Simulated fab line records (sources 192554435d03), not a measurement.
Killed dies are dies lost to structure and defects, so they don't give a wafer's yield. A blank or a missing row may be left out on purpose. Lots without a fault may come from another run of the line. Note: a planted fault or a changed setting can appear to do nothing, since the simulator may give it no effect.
fab line records	flow n5Finfet
record: lots: 24	wafers: 72	lastDay: 17
route steps=1938 shown BEOL_M4@1082
lots that met no fault: taken from a fault-free run of the same line
startH: hours from the record's opening day to when the first of the lot's shown wafers began	waitH: time in hours since the lot's previous step	" same as the row above	L1.1+2: one row covering several wafers at once	- either no value or no given start	* or withheld: withheld	< > ~ a bound
route shown NAME@n: NAME is a module with steps in the file, n the number in the route of the first one	usual: mean/standard deviation of fault-free wafers	same: alike in all rows	chamber/n: place in a boat	sites: readings site by site	_std_site: the standard deviation of these	_edge_site: mean of outer sites minus mean of inner sites	radiusMm: for every site, how far away it sits from the centre of the wafer	mask NAME#n: copy n	behind: the most recent tool/chamber to have shaped the wafer	hold: what put the lot on hold/how long, in hours/how the hold closed	device: which transistor (n, p or np) failed to switch	end of line: tests run on the same wafers once the route is complete	a step given without rows: its recipe and nothing more	killed: not the wafer's yield, but the dies lost to structure and defects at the first sort	map: a wafer's dies, x killed, . not, _ none there
set.NAME: the setting as run; set.NAME@STEP: as run at that earlier step	model.NAME: the simulator's own value behind a step, which no gauge read
steps of the route over a sample of lots; a table a step, a row a wafer
services: the hour from which a tool's chamber was out of use, counted from the record's first day as startH (under 0 if before that day), plus the number of hours and why
== steps ==
step: N5_BEOL_M4_SURFACE_TREAT_85
recipe: gas: Ar	timeS: *	ionEnergyEv: *	ionCurrentMaCm2: 0.5	pressureMtorr: *	arFlowSccm: 30
usual: arFlowSccm: 30.00/0.088	throttleValvePct: *
same: timeS: *
lot.wafer	tool	chamber	startH	waitH	arFlowSccm	throttleValvePct
L074.2	pvdSputter-02	-	156.18	0.2	29.98	*
L074.3	"	-	"	"	29.88	*
L074.5	"	-	"	"	29.79	*
L076.1	pvdSputter-01	-	172.31	0.2	30.04	*
L076.4	"	-	"	"	29.93	*
L076.6	"	-	"	"	29.85	*
L075.1	pvdSputter-02	-	176.12	0.1	30.01	*
L075.3	"	-	"	"	30.06	*
L075.5	"	-	"	"	30.00	*
L077.2	pvdSputter-01	-	178.11	0.2	29.97	*
L077.5	"	-	"	"	30.14	*
L077.6	"	-	"	"	30.00	*
L078.1	pvdSputter-01	-	179.23	0.2	30.04	*
L078.2	"	-	"	"	30.02	*
L078.4	"	-	"	"	29.96	*
L079.1	pvdSputter-02	-	179.38	0.2	30.03	*
L079.2	"	-	"	"	29.89	*
L079.5	"	-	"	"	29.91	*
L081.2	pvdSputter-01	-	194.65	0.2	29.89	*
L081.4	"	-	"	"	29.93	*
L081.5	"	-	"	"	29.96	*
L080.2	pvdSputter-02	-	198.98	0.1	30.12	*
L080.3	"	-	"	"	29.91	*
L080.4	"	-	"	"	29.81	*
L082.1	pvdSputter-03	-	204.42	0.1	30.01	*
L082.3	"	-	"	"	30.14	*
L082.6	"	-	"	"	29.93	*
L084.2	pvdSputter-01	-	220.10	0.1	29.96	*
L084.5	"	-	"	"	30.18	*
L084.6	"	-	"	"	30.17	*
L083.1	pvdSputter-03	-	220.26	0.1	30.05	*
L083.2	"	-	"	"	30.02	*
L083.3	"	-	"	"	30.06	*
L085.1	pvdSputter-03	-	220.40	0.2	30.03	*
L085.4	"	-	"	"	30.02	*
L085.5	"	-	"	"	30.04	*
L086.2	pvdSputter-02	-	227.67	0.2	29.91	*
L086.4	"	-	"	"	29.97	*
L086.6	"	-	"	"	30.00	*
L087.1	pvdSputter-01	-	247.79	0.2	30.02	*
L087.3	"	-	"	"	30.01	*
L087.5	"	-	"	"	30.07	*
L088.1	pvdSputter-03	-	250.40	0.1	29.89	*
L088.2	"	-	"	"	29.96	*
L088.4	"	-	"	"	30.13	*
L089.2	pvdSputter-02	-	253.31	0.1	29.91	*
L089.3	"	-	"	"	30.00	*
L089.5	"	-	"	"	30.05	*
L090.2	pvdSputter-01	-	255.43	0.2	30.11	*
L090.3	"	-	"	"	29.96	*
L090.4	"	-	"	"	30.04	*
L091.3	pvdSputter-02	-	260.45	0.3	30.01	*
L091.4	"	-	"	"	29.92	*
L091.6	"	-	"	"	29.99	*
L093.4	pvdSputter-01	-	263.95	0.3	29.92	*
L093.5	"	-	"	"	29.95	*
L093.6	"	-	"	"	30.02	*
L092.1	pvdSputter-02	-	267.03	0.1	30.07	*
L092.2	"	-	"	"	30.05	*
L092.5	"	-	"	"	29.91	*
L094.2	pvdSputter-02	-	284.65	0.2	29.92	*
L094.3	"	-	"	"	29.90	*
L094.4	"	-	"	"	30.08	*
L095.1	pvdSputter-01	-	288.42	1.1	29.90	*
L095.4	"	-	"	"	29.94	*
L095.5	"	-	"	"	30.14	*
L096.1	pvdSputter-03	-	292.51	0.2	30.05	*
L096.2	"	-	"	"	29.97	*
L096.6	"	-	"	"	29.93	*
L097.1	pvdSputter-02	-	293.60	0.2	30.04	*
L097.3	"	-	"	"	29.84	*
L097.5	"	-	"	"	29.98	*
step: N5_BEOL_M4_SPUTTER_48
recipe: material: Cu	targetThkA: 45	tempC: -20	chamberPressurePa: 0.07	powerW: withheld	timeS: 8.29
usual: chamberPressurePa: 0.07/0.00013	substrateTempC: -20.01/0.11	susceptorTempC: -20.00/0.091	throttleValvePct: 30.5/0.83
same: timeS: 8.29
lot.wafer	tool	chamber	startH	waitH	chamberPressurePa	substrateTempC	susceptorTempC	throttleValvePct
L074.2	pvdSputter-01	-	156.45	0.1	0.06999	-20.23	-19.95	31.2
L074.3	"	-	"	"	0.06993	-20.02	-19.82	30.5
L074.5	"	-	"	"	0.06985	-19.94	-19.97	31.6
L076.1	pvdSputter-01	-	172.53	0.1	0.07012	-20.02	-20.01	30.3
L076.4	"	-	"	"	0.07007	-20.07	-19.83	32.0
L076.6	"	-	"	"	0.06989	-20.07	-20.12	30.2
L075.1	pvdSputter-03	-	176.37	0.1	0.06984	-19.80	-20.11	31.4
L075.3	"	-	"	"	0.06995	-20.06	-20.11	29.7
L075.5	"	-	"	"	0.06983	-20.02	-19.98	29.4
L077.2	pvdSputter-03	-	178.47	0.2	0.06998	-20.05	-19.98	31.1
L077.5	"	-	"	"	0.06993	-19.99	-20.00	29.9
L077.6	"	-	"	"	0.07012	-20.06	-19.92	31.1
L078.1	pvdSputter-02	-	179.85	0.3	0.07006	-19.87	-20.06	31.3
L078.2	"	-	"	"	0.06978	-20.10	-19.99	29.3
L078.4	"	-	"	"	0.07001	-19.99	-20.12	30.7
L079.1	pvdSputter-01	-	179.93	0.2	0.06987	-20.07	-19.93	31.5
L079.2	"	-	"	"	0.07022	-20.02	-20.03	30.4
L079.5	"	-	"	"	0.07012	-20.03	-20.16	30.4
L081.2	pvdSputter-01	-	195.09	0.1	0.0699	-20.21	-20.02	31.8
L081.4	"	-	"	"	0.07002	-19.79	-20.19	30.3
L081.5	"	-	"	"	0.06972	-19.95	-20.20	30.2
L080.2	pvdSputter-01	-	199.20	0.1	0.07016	-19.89	-20.12	31.3
L080.3	"	-	"	"	0.07002	-20.16	-19.86	30.3
L080.4	"	-	"	"	0.07005	-20.01	-19.77	32.2
L082.1	pvdSputter-03	-	204.71	0.1	0.07001	-20.04	-20.01	29.7
L082.3	"	-	"	"	0.0702	-20.12	-20.12	31.2
L082.6	"	-	"	"	0.0703	-20.17	-20.01	31.5
L084.2	pvdSputter-02	-	220.32	0.1	0.07022	-20.05	-19.93	31.2
L084.5	"	-	"	"	0.07014	-20.18	-20.06	30.7
L084.6	"	-	"	"	0.06994	-20.17	-19.96	29.4
L083.1	pvdSputter-03	-	220.80	0.2	0.06988	-20.11	-20.01	29.6
L083.2	"	-	"	"	0.06981	-20.03	-20.03	31.6
L083.3	"	-	"	"	0.06996	-20.04	-20.02	29.7
L085.1	pvdSputter-02	-	222.16	1.4	0.07015	-20.01	-19.94	31.4
L085.4	"	-	"	"	0.07018	-19.91	-19.93	30.4
L085.5	"	-	"	"	0.07012	-20.00	-19.92	29.8
L086.2	pvdSputter-02	-	228.13	0.3	0.06995	-20.06	-19.98	30.5
L086.4	"	-	"	"	0.07023	-19.79	-19.78	29.4
L086.6	"	-	"	"	0.07002	-20.01	-20.04	30.5
L087.1	pvdSputter-03	-	248.06	0.1	0.07001	-19.90	-19.95	29.8
L087.3	"	-	"	"	0.07011	-20.05	-19.96	31.5
L087.5	"	-	"	"	0.06991	-20.12	-20.02	29.6
L088.1	pvdSputter-03	-	250.78	0.1	0.07017	-19.98	-20.06	29.7
L088.2	"	-	"	"	0.07	-20.18	-19.80	29.6
L088.4	"	-	"	"	0.07008	-20.05	-20.15	29.6
L089.2	pvdSputter-02	-	253.53	0.1	0.06993	-20.07	-20.19	31.5
L089.3	"	-	"	"	0.07003	-20.05	-19.87	30.6
L089.5	"	-	"	"	0.06975	-20.13	-19.96	29.4
L090.2	pvdSputter-03	-	255.68	0.1	0.06995	-19.88	-20.08	31.0
L090.3	"	-	"	"	0.07017	-19.82	-20.03	29.6
L090.4	"	-	"	"	0.06993	-19.78	-20.07	29.8
L091.3	pvdSputter-01	-	260.97	0.4	0.06992	-20.07	-20.08	31.4
L091.4	"	-	"	"	0.07014	-20.01	-20.02	30.4
L091.6	"	-	"	"	0.07008	-20.08	-20.07	30.1
L093.4	pvdSputter-02	-	264.57	0.2	0.06985	-20.03	-20.09	31.4
L093.5	"	-	"	"	0.06967	-20.01	-20.01	29.7
L093.6	"	-	"	"	0.0701	-19.90	-20.02	30.8
L092.1	pvdSputter-01	-	267.34	0.2	0.07006	-19.83	-19.90	30.5
L092.2	"	-	"	"	0.07007	-20.06	-19.92	30.5
L092.5	"	-	"	"	0.07014	-19.88	-20.05	30.2
L094.2	pvdSputter-03	-	285.08	0.3	0.07002	-19.90	-20.20	31.5
L094.3	"	-	"	"	0.07001	-19.88	-19.96	29.6
L094.4	"	-	"	"	0.06998	-20.16	-20.05	29.8
L095.1	pvdSputter-01	-	288.76	0.2	0.07003	-20.00	-20.08	30.5
L095.4	"	-	"	"	0.06999	-20.06	-19.97	32.0
L095.5	"	-	"	"	0.07013	-20.07	-20.19	31.3
L096.1	pvdSputter-01	-	292.75	0.1	0.07009	-19.80	-19.91	31.3
L096.2	"	-	"	"	0.07006	-19.97	-19.90	32.1
L096.6	"	-	"	"	0.06984	-19.99	-19.94	30.2
L097.1	pvdSputter-01	-	294.63	0.6	0.06993	-19.83	-20.08	30.3
L097.3	"	-	"	"	0.06989	-20.06	-20.00	30.5
L097.5	"	-	"	"	0.06979	-20.05	-20.07	31.2
step: N5_BEOL_M4_ANNEAL_80
recipe: tempC: 400	timeS: 240	ambient: vacuum
usual: heaterPowerW: 873/130	susceptorTempC: 400.06/0.22	susceptor_temp_C_max: 400.9/0.4
same: timeS: 240
lot.wafer	tool	chamber	startH	waitH	heaterPowerW	susceptorTempC	susceptor_temp_C_max
L074.2	pvdSputter-01	-	156.75	0.0	1087	399.70	400.5
L074.3	"	-	"	"	647	400.02	400.6
L074.5	"	-	"	"	1086	400.06	400.8
L076.1	pvdSputter-01	-	172.83	0.0	651	400.25	401.0
L076.4	"	-	"	"	820	400.24	401.2
L076.6	"	-	"	"	850	400.22	400.8
L075.1	pvdSputter-03	-	176.67	0.0	811	399.99	400.7
L075.3	"	-	"	"	1009	400.17	400.9
L075.5	"	-	"	"	741	400.05	401.5
L077.2	pvdSputter-03	-	178.77	0.0	794	400.32	401.0
L077.5	"	-	"	"	869	400.48	401.7
L077.6	"	-	"	"	792	400.18	401.0
L078.1	pvdSputter-02	-	180.15	0.0	830	399.75	400.6
L078.2	"	-	"	"	796	399.76	400.4
L078.4	"	-	"	"	1043	399.82	400.5
L079.1	pvdSputter-01	-	180.23	0.0	1099	400.53	401.4
L079.2	"	-	"	"	845	400.26	401.4
L079.5	"	-	"	"	849	399.90	400.8
L081.2	pvdSputter-01	-	195.39	0.0	807	400.26	401.3
L081.4	"	-	"	"	670	400.03	400.7
L081.5	"	-	"	"	664	400.00	401.0
L080.2	pvdSputter-01	-	199.50	0.0	1058	400.15	400.9
L080.3	"	-	"	"	642	400.27	401.1
L080.4	"	-	"	"	816	399.75	400.9
L082.1	pvdSputter-03	-	205.01	0.0	885	399.94	401.0
L082.3	"	-	"	"	810	400.04	400.8
L082.6	"	-	"	"	815	399.98	400.7
L084.2	pvdSputter-02	-	220.62	0.0	793	400.15	400.8
L084.5	"	-	"	"	1015	400.22	400.8
L084.6	"	-	"	"	793	399.85	400.3
L083.1	pvdSputter-03	-	221.10	0.0	1025	399.97	400.7
L083.2	"	-	"	"	811	400.16	400.8
L083.3	"	-	"	"	886	400.48	402.0
L085.1	pvdSputter-02	-	222.46	0.0	821	400.40	401.2
L085.4	"	-	"	"	1049	399.97	400.6
L085.5	"	-	"	"	808	400.03	400.6
L086.2	pvdSputter-02	-	228.43	0.0	1053	400.05	400.7
L086.4	"	-	"	"	803	399.97	400.5
L086.6	"	-	"	"	1026	399.57	400.1
L087.1	pvdSputter-03	-	248.36	0.0	757	400.31	401.8
L087.3	"	-	"	"	796	399.96	400.7
L087.5	"	-	"	"	905	400.02	401.4
L088.1	pvdSputter-03	-	251.08	0.0	899	400.11	401.2
L088.2	"	-	"	"	990	400.11	400.7
L088.4	"	-	"	"	779	399.93	402.1
L089.2	pvdSputter-02	-	253.83	0.0	812	399.85	400.7
L089.3	"	-	"	"	1035	399.96	400.5
L089.5	"	-	"	"	780	400.33	401.1
L090.2	pvdSputter-03	-	255.98	0.0	798	399.75	400.7
L090.3	"	-	"	"	1003	399.98	401.1
L090.4	"	-	"	"	748	400.22	402.0
L091.3	pvdSputter-01	-	261.27	0.0	1089	399.80	400.5
L091.4	"	-	"	"	843	400.17	400.9
L091.6	"	-	"	"	629	399.94	400.7
L093.4	pvdSputter-02	-	264.87	0.0	816	400.08	401.1
L093.5	"	-	"	"	1028	400.40	401.0
L093.6	"	-	"	"	997	399.37	399.9
L092.1	pvdSputter-01	-	267.64	0.0	664	400.04	400.6
L092.2	"	-	"	"	826	399.90	400.6
L092.5	"	-	"	"	656	400.08	400.7
L094.2	pvdSputter-03	-	285.38	0.0	811	399.76	400.4
L094.3	"	-	"	"	778	399.98	401.7
L094.4	"	-	"	"	901	399.84	401.5
L095.1	pvdSputter-01	-	289.06	0.0	849	400.03	400.7
L095.4	"	-	"	"	800	399.78	401.1
L095.5	"	-	"	"	1077	399.90	400.8
L096.1	pvdSputter-01	-	293.05	0.0	1088	399.88	400.8
L096.2	"	-	"	"	812	399.99	401.0
L096.6	"	-	"	"	644	400.21	400.7
L097.1	pvdSputter-01	-	294.93	0.0	660	400.00	400.6
L097.3	"	-	"	"	819	400.34	400.9
L097.5	"	-	"	"	1070	400.38	401.2
step: N5_BEOL_M4_SPUTTER_94
recipe: material: Cu	targetThkA: 45	tempC: -20	chamberPressurePa: 0.07	powerW: withheld	timeS: 8.29
usual: chamberPressurePa: 0.07/0.00015	substrateTempC: -20.01/0.1	susceptorTempC: -20.01/0.11	throttleValvePct: 30.5/0.83
same: timeS: 8.29
lot.wafer	tool	chamber	startH	waitH	chamberPressurePa	substrateTempC	susceptorTempC	throttleValvePct
L074.2	pvdSputter-01	-	157.99	0.1	0.07026	-19.86	-20.02	31.5
L074.3	"	-	"	"	0.06993	-20.07	-20.28	30.3
L074.5	"	-	"	"	0.07006	-20.04	-19.91	31.4
L076.1	pvdSputter-01	-	174.07	0.1	0.07014	-20.09	-19.99	30.0
L076.4	"	-	"	"	0.07002	-19.98	-20.05	32.2
L076.6	"	-	"	"	0.0699	-20.02	-20.07	30.2
L075.1	pvdSputter-03	-	177.91	0.1	0.0701	-19.97	-20.15	31.5
L075.3	"	-	"	"	0.06982	-20.07	-19.95	29.5
L075.5	"	-	"	"	0.06993	-19.88	-20.30	29.8
L077.2	pvdSputter-03	-	180.01	0.1	0.06998	-20.11	-19.94	31.3
L077.5	"	-	"	"	0.06991	-20.02	-19.91	29.9
L077.6	"	-	"	"	0.06998	-20.05	-19.81	31.2
L078.1	pvdSputter-02	-	181.39	0.1	0.06994	-19.99	-20.00	31.3
L078.2	"	-	"	"	0.06982	-19.88	-20.05	29.3
L078.4	"	-	"	"	0.06984	-20.07	-20.08	30.6
L079.1	pvdSputter-01	-	181.47	0.1	0.07013	-20.00	-19.85	31.4
L079.2	"	-	"	"	0.0699	-19.97	-20.05	30.5
L079.5	"	-	"	"	0.06982	-19.91	-19.97	30.2
L081.2	pvdSputter-01	-	196.63	0.1	0.06994	-20.09	-20.00	32.0
L081.4	"	-	"	"	0.07007	-20.00	-20.17	30.1
L081.5	"	-	"	"	0.06991	-20.14	-20.03	30.3
L080.2	pvdSputter-01	-	200.74	0.1	0.06988	-19.98	-20.00	31.4
L080.3	"	-	"	"	0.0699	-20.25	-19.98	30.1
L080.4	"	-	"	"	0.07003	-20.02	-20.08	31.8
L082.1	pvdSputter-03	-	206.25	0.1	0.06992	-19.96	-19.95	29.6
L082.3	"	-	"	"	0.07005	-20.02	-19.92	31.5
L082.6	"	-	"	"	0.06993	-20.10	-20.02	31.1
L084.2	pvdSputter-02	-	221.86	0.1	0.07018	-20.01	-20.06	31.8
L084.5	"	-	"	"	0.06993	-20.00	-19.97	30.6
L084.6	"	-	"	"	0.07003	-19.91	-19.99	29.2
L083.1	pvdSputter-03	-	222.34	0.1	0.07003	-19.92	-20.02	29.4
L083.2	"	-	"	"	0.07004	-20.13	-20.09	31.4
L083.3	"	-	"	"	0.0699	-19.89	-19.90	29.9
L085.1	pvdSputter-02	-	223.70	0.1	0.07003	-19.87	-20.04	31.5
L085.4	"	-	"	"	0.07028	-19.96	-19.98	30.7
L085.5	"	-	"	"	0.06994	-19.92	-20.01	29.7
L086.2	pvdSputter-02	-	229.67	0.1	0.07027	-20.10	-19.88	30.6
L086.4	"	-	"	"	0.07009	-20.08	-20.20	29.6
L086.6	"	-	"	"	0.07023	-20.01	-19.88	30.7
L087.1	pvdSputter-03	-	249.60	0.1	0.07003	-19.96	-20.00	29.7
L087.3	"	-	"	"	0.06993	-19.97	-20.11	31.3
L087.5	"	-	"	"	0.07004	-19.92	-20.01	29.7
L088.1	pvdSputter-03	-	252.32	0.1	0.07007	-19.99	-19.97	29.7
L088.2	"	-	"	"	0.06997	-19.93	-19.86	29.6
L088.4	"	-	"	"	0.06992	-20.17	-20.01	29.8
L089.2	pvdSputter-02	-	255.07	0.1	0.06995	-20.03	-19.78	31.4
L089.3	"	-	"	"	0.06969	-20.26	-19.88	30.3
L089.5	"	-	"	"	0.06999	-20.03	-20.08	29.6
L090.2	pvdSputter-03	-	257.22	0.1	0.06981	-19.95	-19.95	31.4
L090.3	"	-	"	"	0.06982	-20.03	-19.90	29.3
L090.4	"	-	"	"	0.07009	-20.05	-20.09	30.1
L091.3	pvdSputter-01	-	262.51	0.1	0.06995	-19.97	-20.13	31.4
L091.4	"	-	"	"	0.06991	-20.03	-20.06	30.2
L091.6	"	-	"	"	0.06986	-19.96	-19.93	30.1
L093.4	pvdSputter-02	-	266.11	0.1	0.06991	-20.07	-19.96	31.3
L093.5	"	-	"	"	0.07005	-20.08	-20.42	29.9
L093.6	"	-	"	"	0.07026	-20.24	-20.00	30.7
L092.1	pvdSputter-01	-	268.88	0.1	0.06972	-19.81	-19.94	29.9
L092.2	"	-	"	"	0.07027	-20.19	-19.92	30.3
L092.5	"	-	"	"	0.06986	-20.02	-19.94	30.3
L094.2	pvdSputter-03	-	286.62	0.1	0.07015	-20.17	-20.03	31.1
L094.3	"	-	"	"	0.07022	-19.95	-20.26	29.9
L094.4	"	-	"	"	0.07007	-19.91	-20.06	29.7
L095.1	pvdSputter-01	-	290.30	0.1	0.06994	-20.10	-20.04	30.4
L095.4	"	-	"	"	0.07009	-19.65	-20.06	31.9
L095.5	"	-	"	"	0.07005	-19.92	-19.99	31.4
L096.1	pvdSputter-01	-	294.29	0.1	0.07008	-19.79	-20.06	31.5
L096.2	"	-	"	"	0.07006	-19.98	-20.18	31.9
L096.6	"	-	"	"	0.07033	-19.99	-19.87	30.0
L097.1	pvdSputter-01	-	296.17	0.1	0.07004	-19.92	-19.97	30.3
L097.3	"	-	"	"	0.06997	-20.02	-19.87	30.4
L097.5	"	-	"	"	0.06957	-20.04	-19.90	31.4
step: N5_BEOL_M4_SPUTTER_96
recipe: material: Cu	targetThkA: 45	tempC: -20	chamberPressurePa: 0.07	powerW: withheld	timeS: 8.29
usual: chamberPressurePa: 0.06998/0.00014	substrateTempC: -19.99/0.11	susceptorTempC: -19.99/0.11	throttleValvePct: 30.5/0.83
same: timeS: 8.29
lot.wafer	tool	chamber	startH	waitH	chamberPressurePa	substrateTempC	susceptorTempC	throttleValvePct
L074.2	pvdSputter-01	-	158.21	0.1	0.06987	-20.01	-20.02	31.3
L074.3	"	-	"	"	0.07002	-19.93	-19.99	30.5
L074.5	"	-	"	"	0.06996	-19.99	-20.08	31.0
L076.1	pvdSputter-01	-	174.29	0.1	0.07013	-20.00	-20.14	30.3
L076.4	"	-	"	"	0.06988	-19.96	-20.16	32.1
L076.6	"	-	"	"	0.07005	-20.04	-20.12	30.4
L075.1	pvdSputter-03	-	178.13	0.1	0.07007	-19.74	-20.03	31.3
L075.3	"	-	"	"	0.06987	-20.20	-19.97	29.6
L075.5	"	-	"	"	0.0701	-19.92	-20.12	30.0
L077.2	pvdSputter-03	-	180.23	0.1	0.06985	-19.88	-20.14	31.3
L077.5	"	-	"	"	0.06979	-20.01	-20.14	29.7
L077.6	"	-	"	"	0.07009	-20.00	-20.02	31.2
L078.1	pvdSputter-02	-	181.61	0.1	0.0702	-19.87	-19.80	31.6
L078.2	"	-	"	"	0.06992	-19.93	-20.05	29.5
L078.4	"	-	"	"	0.06987	-19.98	-19.82	30.3
L079.1	pvdSputter-01	-	181.69	0.1	0.0698	-19.95	-20.16	31.1
L079.2	"	-	"	"	0.06994	-19.86	-20.09	30.3
L079.5	"	-	"	"	0.06983	-19.93	-20.00	30.4
L081.2	pvdSputter-01	-	196.85	0.1	0.07004	-19.92	-20.04	31.8
L081.4	"	-	"	"	0.06997	-20.05	-19.95	30.4
L081.5	"	-	"	"	0.07003	-19.94	-19.91	30.1
L080.2	pvdSputter-01	-	200.96	0.1	0.07011	-20.09	-19.88	31.3
L080.3	"	-	"	"	0.07006	-20.06	-19.90	30.3
L080.4	"	-	"	"	0.07006	-20.07	-20.08	32.3
L082.1	pvdSputter-03	-	206.47	0.1	0.06996	-20.01	-19.99	29.6
L082.3	"	-	"	"	0.0702	-20.15	-19.99	31.6
L082.6	"	-	"	"	0.07019	-20.07	-20.14	31.4
L084.2	pvdSputter-02	-	222.08	0.1	0.06993	-19.96	-20.01	31.6
L084.5	"	-	"	"	0.06989	-20.06	-19.85	30.7
L084.6	"	-	"	"	0.06996	-20.01	-20.16	29.6
L083.1	pvdSputter-03	-	222.56	0.1	0.06989	-20.04	-20.22	29.4
L083.2	"	-	"	"	0.07002	-20.01	-19.89	31.4
L083.3	"	-	"	"	0.06998	-20.08	-20.10	29.5
L085.1	pvdSputter-02	-	223.92	0.1	0.06989	-19.97	-20.05	31.4
L085.4	"	-	"	"	0.0699	-19.98	-19.84	30.6
L085.5	"	-	"	"	0.07013	-20.02	-20.22	29.4
L086.2	pvdSputter-02	-	229.89	0.1	0.0699	-19.80	-19.86	30.5
L086.4	"	-	"	"	0.06992	-20.12	-20.09	29.7
L086.6	"	-	"	"	0.06963	-19.81	-19.93	30.7
L087.1	pvdSputter-03	-	249.82	0.1	0.06994	-19.92	-19.97	29.3
L087.3	"	-	"	"	0.07023	-19.89	-19.90	31.4
L087.5	"	-	"	"	0.06987	-19.96	-19.88	29.6
L088.1	pvdSputter-03	-	252.54	0.1	0.0699	-20.15	-19.97	29.7
L088.2	"	-	"	"	0.06979	-20.11	-19.94	29.4
L088.4	"	-	"	"	0.07015	-19.98	-19.99	29.8
L089.2	pvdSputter-02	-	255.29	0.1	0.07013	-19.91	-19.94	31.6
L089.3	"	-	"	"	0.07006	-19.82	-19.95	30.8
L089.5	"	-	"	"	0.06979	-20.11	-19.74	29.6
L090.2	pvdSputter-03	-	257.44	0.1	0.06993	-20.04	-19.87	31.1
L090.3	"	-	"	"	0.07022	-20.07	-19.95	29.1
L090.4	"	-	"	"	0.06995	-20.09	-19.90	29.7
L091.3	pvdSputter-01	-	262.73	0.1	0.06992	-19.93	-20.10	31.2
L091.4	"	-	"	"	0.06985	-19.80	-20.02	30.1
L091.6	"	-	"	"	0.06993	-20.27	-19.92	30.1
L093.4	pvdSputter-02	-	266.33	0.1	0.07002	-19.93	-19.97	31.7
L093.5	"	-	"	"	0.0698	-19.90	-19.92	29.7
L093.6	"	-	"	"	0.07004	-20.17	-20.02	30.7
L092.1	pvdSputter-01	-	269.10	0.1	0.06995	-20.07	-19.97	30.0
L092.2	"	-	"	"	0.06983	-20.09	-20.03	30.3
L092.5	"	-	"	"	0.07004	-20.21	-19.77	30.3
L094.2	pvdSputter-03	-	286.84	0.1	0.07002	-20.08	-19.98	31.3
L094.3	"	-	"	"	0.07012	-20.05	-20.02	29.6
L094.4	"	-	"	"	0.06999	-19.95	-20.19	29.7
L095.1	pvdSputter-01	-	290.52	0.1	0.07009	-19.90	-20.02	30.2
L095.4	"	-	"	"	0.06995	-19.91	-20.05	31.9
L095.5	"	-	"	"	0.07024	-19.97	-19.87	31.6
L096.1	pvdSputter-01	-	294.51	0.1	0.07005	-19.91	-20.04	31.3
L096.2	"	-	"	"	0.06995	-19.87	-20.06	32.0
L096.6	"	-	"	"	0.06992	-19.93	-19.99	30.3
L097.1	pvdSputter-01	-	296.39	0.1	0.06986	-19.85	-20.13	29.9
L097.3	"	-	"	"	0.07007	-19.87	-19.86	30.8
L097.5	"	-	"	"	0.07007	-20.09	-20.01	31.2
step: N5_BEOL_M4_ANNEAL_51
recipe: tempC: 225	timeS: 90	ambient: N2
usual: wafer_temp_C_max: 225.88/0.23
same: timeS: 90
lot.wafer	tool	chamber	startH	waitH	wafer_temp_C_max
L074.2	rtpAnneal-02	0	158.46	0.1	225.71
L074.3	"	0	"	"	225.81
L074.5	"	0	"	"	225.85
L076.1	rtpAnneal-01	0	174.49	0.1	225.64
L076.4	"	0	"	"	226.15
L076.6	"	0	"	"	225.57
L075.1	rtpAnneal-02	0	178.64	0.4	226.51
L075.3	"	0	"	"	225.74
L075.5	"	0	"	"	226.67
L077.2	rtpAnneal-01	0	180.47	0.1	225.81
L077.5	"	0	"	"	225.99
L077.6	"	0	"	"	225.60
L078.1	rtpAnneal-02	0	181.81	0.1	225.95
L078.2	"	0	"	"	226.26
L078.4	"	0	"	"	226.05
L079.1	rtpAnneal-01	0	181.95	0.1	225.72
L079.2	"	0	"	"	225.87
L079.5	"	0	"	"	225.76
L081.2	rtpAnneal-02	0	197.16	0.2	225.49
L081.4	"	0	"	"	225.91
L081.5	"	0	"	"	226.04
L080.2	rtpAnneal-02	0	201.21	0.1	226.21
L080.3	"	0	"	"	226.10
L080.4	"	0	"	"	225.50
L082.1	rtpAnneal-01	0	206.66	0.1	225.64
L082.3	"	0	"	"	226.25
L082.6	"	0	"	"	226.01
L084.2	rtpAnneal-01	0	222.32	0.1	225.87
L084.5	"	0	"	"	225.98
L084.6	"	0	"	"	225.72
L083.1	rtpAnneal-01	0	222.75	0.1	225.60
L083.2	"	0	"	"	225.52
L083.3	"	0	"	"	225.82
L085.1	rtpAnneal-01	0	224.12	0.1	226.54
L085.4	"	0	"	"	225.73
L085.5	"	0	"	"	225.68
L086.2	rtpAnneal-01	0	230.15	0.1	225.84
L086.4	"	0	"	"	225.67
L086.6	"	0	"	"	225.75
L087.1	rtpAnneal-02	0	250.02	0.1	225.77
L087.3	"	0	"	"	225.75
L087.5	"	0	"	"	225.92
L088.1	rtpAnneal-01	0	252.73	0.1	225.80
L088.2	"	0	"	"	225.88
L088.4	"	0	"	"	225.70
L089.2	rtpAnneal-01	0	255.53	0.1	225.63
L089.3	"	0	"	"	226.09
L089.5	"	0	"	"	225.96
L090.2	rtpAnneal-01	0	257.69	0.1	226.05
L090.3	"	0	"	"	225.84
L090.4	"	0	"	"	225.58
L091.3	rtpAnneal-02	0	263.02	0.1	225.99
L091.4	"	0	"	"	225.99
L091.6	"	0	"	"	225.71
L093.4	rtpAnneal-01	0	266.66	0.2	225.60
L093.5	"	0	"	"	225.76
L093.6	"	0	"	"	225.30
L092.1	rtpAnneal-01	0	269.29	0.1	226.32
L092.2	"	0	"	"	225.82
L092.5	"	0	"	"	225.75
L094.2	rtpAnneal-01	0	287.08	0.1	225.45
L094.3	"	0	"	"	225.93
L094.4	"	0	"	"	225.97
L095.1	rtpAnneal-02	0	290.72	0.1	226.06
L095.4	"	0	"	"	226.01
L095.5	"	0	"	"	226.03
L096.1	rtpAnneal-02	0	294.71	0.1	225.64
L096.2	"	0	"	"	225.64
L096.6	"	0	"	"	225.84
L097.1	rtpAnneal-02	0	296.59	0.1	226.02
L097.3	"	0	"	"	225.96
L097.5	"	0	"	"	225.89
== services ==
tool	chamber	startH	hours	kind
pvdSputter-03	-	278.15	5.5	repair
rtpAnneal-01	-	287.31	2.7	pm
pvdSputter-02	-	294.67	5.9	repair
== key ==
fault none
